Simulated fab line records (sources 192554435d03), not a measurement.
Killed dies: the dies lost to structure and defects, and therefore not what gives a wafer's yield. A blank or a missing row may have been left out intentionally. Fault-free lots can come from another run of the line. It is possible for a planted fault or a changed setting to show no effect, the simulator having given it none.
Matching of chambers / flow n5_finfet / 3 sister chambers for N5_BEOL_M5_CURE_80 on uv_cure-02
The step cures SiCOH lowk, time 120 s. 3 wafers are shown with their chamber, then 7 later ones without.

## WAFERS, EACH WITH ITS CHAMBER
wafer=L079.5 chamber=0 wafer_temp_C_max=373.4
wafer=L088.3 chamber=1 wafer_temp_C_max=372.1
wafer=L092.4 chamber=2 wafer_temp_C_max=371.3

## WAFERS WITHOUT THEIR CHAMBER
wafer=L092.6 wafer_temp_C_max=371.3
wafer=L095.4 wafer_temp_C_max=372.1
wafer=L095.5 wafer_temp_C_max=372.0
wafer=L095.6 wafer_temp_C_max=372.1
wafer=L097.2 wafer_temp_C_max=371.7
wafer=L097.3 wafer_temp_C_max=371.5
wafer=L097.6 wafer_temp_C_max=371.6

## WHICH CHAMBER EACH WENT THROUGH
wafer=L092.6; from the rows above=2; in truth=2
wafer=L095.4; from the rows above=1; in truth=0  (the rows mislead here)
wafer=L095.5; from the rows above=1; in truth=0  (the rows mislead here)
wafer=L095.6; from the rows above=1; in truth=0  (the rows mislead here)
wafer=L097.2; from the rows above=can't be placed: 2 or 1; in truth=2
wafer=L097.3; from the rows above=can't be placed: 2 or 1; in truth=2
wafer=L097.6; from the rows above=can't be placed: 2 or 1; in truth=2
1 of 7 placed correctly. Not placeable from these rows: 3 (in 3, the candidates include the true chamber). Number placed wrongly: 3.
How it was worked out, from the rows above alone: a wafer's distance from a chamber is the root of the sum, over the readings, of the square of ((its reading less the chamber's mean) divided by the reading's scatter). The wafer belongs to the nearest chamber; if the next one is less than 2 further off, it can't be placed. A chamber's mean is the mean of its shown wafers. The scatter: root of mean squared gap, hidden wafer to nearest shown wafer, with one shown wafer a chamber.
